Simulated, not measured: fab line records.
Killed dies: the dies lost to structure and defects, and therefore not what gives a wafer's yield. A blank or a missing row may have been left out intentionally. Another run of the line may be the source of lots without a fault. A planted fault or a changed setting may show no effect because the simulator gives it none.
A single fault, viewed from 2 desks + flow nandHarc + what lay behind the numbers comes last; until then each desk has only its own

== TOOL OWNER'S DESK, arfiScanner-03 ==
The tool's own readings at NHARC_P_M1_EXPOSE_06 (exposes mask P M1, target cd 130 nm): means of the sampled wafers that have a number, for each lot that ran on this tool. Marked OUT: a lot whose mean sits more than 4 standard deviations from the usual mean, which makes it out of limits; the brackets give that distance.
Columns: A = exposureDoseMJCm2 at NHARC_P_M1_EXPOSE_06, usual 81.74
| lot  | first seen here | A               |
|------|-----------------|-----------------|
| L143 | day 12 07:23    | 84.78 (+39) OUT |
| L147 | day 13 08:52    | 83.96 (+28) OUT |
This desk's verdict: out of limits on L143, L147, starting with L143 at day 12 07:23 (exposureDoseMJCm2 at NHARC_P_M1_EXPOSE_06). In limits: none.

== FROM THE METROLOGY DESK ==
Lot by lot, what the gauges showed, no matter which tool ran the lot: averages of those sampled wafers that carry a number. Marked OUT: a lot whose mean sits more than 4 standard deviations from the usual mean, which makes it out of limits; the brackets give that distance.
Columns: A = cdNm at NHARC_P_M0_CD_MEAS_16, usual 90.0 nm; B = cdNm at NHARC_P_M1_CD_MEAS_09, usual 130.2 nm
| lot  | first seen here | A    | B     |
|------|-----------------|------|-------|
| L131 | day 6 10:26     | 91.0 | 129.7 |
| L133 | day 7 13:08     | 89.9 | 129.9 |
| L137 | day 8 21:18     | 89.9 | 129.7 |
| L139 | day 9 15:27     | 90.6 | 130.4 |
| L138 | day 9 16:14     | 89.4 | 129.9 |
| L143 | day 12 03:54    | 90.4 | 132.0 |
| L145 | day 12 10:31    | 88.9 | 130.0 |
| L147 | day 13 05:25    | 89.7 | 132.3 |
| L149 | day 14 05:47    | 89.8 | 130.3 |
| L150 | day 14 12:18    | 90.1 | 130.0 |
| L151 | day 15 03:10    | 89.4 | 130.2 |
| L152 | day 15 05:59    | 90.3 | 130.0 |
| L153 | day 15 14:27    | 89.9 | 130.7 |
Finding of this desk: none of the 13 lots has anything out of limits.

== ALL TOGETHER ==
At day 12 07:23, on L143, L147, the tool owner's desk was in a position to raise an alarm.
The metrology desk saw nothing out of limits.
The metrology desk has L143, L147 on record, within its limits.
Every lot named ran NHARC_P_M1_EXPOSE_06 on arfiScanner-03.

== WHAT THE SIMULATOR HAD INSERTED ==
Process parameters drifting: arfiScanner-03 at NHARC_P_M1_EXPOSE_06, beginning at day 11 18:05. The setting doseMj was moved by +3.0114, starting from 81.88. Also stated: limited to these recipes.
Shown lots that were struck: L143, L147.
Delay in hours, fault start to first out-of-limits reading, by desk: the tool owner's desk at 13.
